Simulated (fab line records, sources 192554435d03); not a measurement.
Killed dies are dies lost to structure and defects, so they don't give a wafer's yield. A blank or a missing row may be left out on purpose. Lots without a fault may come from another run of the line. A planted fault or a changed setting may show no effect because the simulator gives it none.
Chamber matching | flow n5_finfet | N5_BEOL_M11_PECVD_70 on pecvd-03: 3 sister chambers
The step deposits SiO2 from TEOS/O2, target thk 20 nm, time 22.7 s. 20 wafers are shown with their chamber, then 10 later ones without.

WAFERS WITH THEIR CHAMBER
wafer  | chamber | showerhead_plenum_p_Torr (Torr) | showerhead_vpp_V (V) | throttle_valve_pct (%)
L078.3 | 0       | 8.80                            | 1259                 | 22.8
L078.5 | 1       | 8.89                            | 1345                 | 22.4
L078.6 | 2       | 8.75                            | 1283                 | 22.3
L080.3 | 2       | 8.70                            | 1285                 | 22.2
L080.5 | 0       | 8.79                            | 1252                 | 22.8
L080.6 | 1       | 8.90                            | 1339                 | 22.4
L083.2 | 0       | 8.78                            | 1258                 | 23.0
L083.5 | 1       | 8.89                            | 1349                 | 22.2
L083.6 | 2       | 8.71                            | 1272                 | 22.2
L084.2 | 1       | 8.86                            | 1337                 | 22.4
L084.3 | 2       | 8.73                            | 1300                 | 22.6
L084.6 | 2       | 8.73                            | 1278                 | 22.2
L085.1 | 0       | 8.78                            | 1294                 | 22.7
L085.5 | 2       | 8.70                            | 1268                 | 22.1
L085.6 | 0       | 8.80                            | 1252                 | 22.9
L089.1 | 1       | 8.89                            | 1357                 | 22.6
L089.2 | 2       | 8.72                            | 1291                 | 22.7
L089.5 | 2       | 8.70                            | 1253                 | 22.5
L091.2 | 0       | 8.79                            | 1254                 | 22.8
L091.4 | 1       | 8.91                            | 1338                 | 22.4

SIGNATURES (means of the wafers above)
reading                  | chamber 0 | chamber 1 | chamber 2 | scatter within a chamber
showerhead_plenum_p_Torr | 8.7900    | 8.8900    | 8.7175    | 0.0156
showerhead_vpp_V         | 1261.50   | 1344.17   | 1278.75   | 13.5
throttle_valve_pct       | 22.833    | 22.400    | 22.350    | 0.167
Rule: a wafer's distance from a chamber is the root of the sum, over the readings, of the square of ((its reading less the chamber's mean) divided by the reading's scatter). The wafer belongs to the nearest chamber; if the next one is less than 2 further off, it can't be placed. The scatter: the root of (the sum of the squares of (reading less its chamber's mean) over the shown wafers, divided by (wafers less chambers)).

WAFERS WITHOUT THEIR CHAMBER
wafer  | showerhead_plenum_p_Torr (Torr) | showerhead_vpp_V (V) | throttle_valve_pct (%)
L091.5 | 8.71                            | 1288                 | 22.7
L093.1 | 8.90                            | 1336                 | 22.5
L093.3 | 8.69                            | 1264                 | 22.6
L093.6 | 8.91                            | 1348                 | 22.6
L095.3 | 8.79                            | 1266                 | 22.9
L095.4 | 8.78                            | 1259                 | 22.8
L095.5 | 8.86                            | 1360                 | 22.2
L097.1 | 8.76                            | 1272                 | 22.8
L097.2 | 8.71                            | 1280                 | 22.7
L097.3 | 8.88                            | 1361                 | 22.4

WHICH CHAMBER EACH WENT THROUGH
wafer  | from the rows above     | in truth
L091.5 | 2                       | 2
L093.1 | 1                       | 1
L093.3 | 2                       | 2
L093.6 | 1                       | 1
L095.3 | 0                       | 0
L095.4 | 0                       | 0
L095.5 | 1                       | 1
L097.1 | can't be placed: 0 or 2 | 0
L097.2 | 2                       | 2
L097.3 | 1                       | 1
Placed correctly: 9 of 10. Can't be placed from these rows: 1 (the true chamber is among the candidates in 1). Placed wrongly: 0.
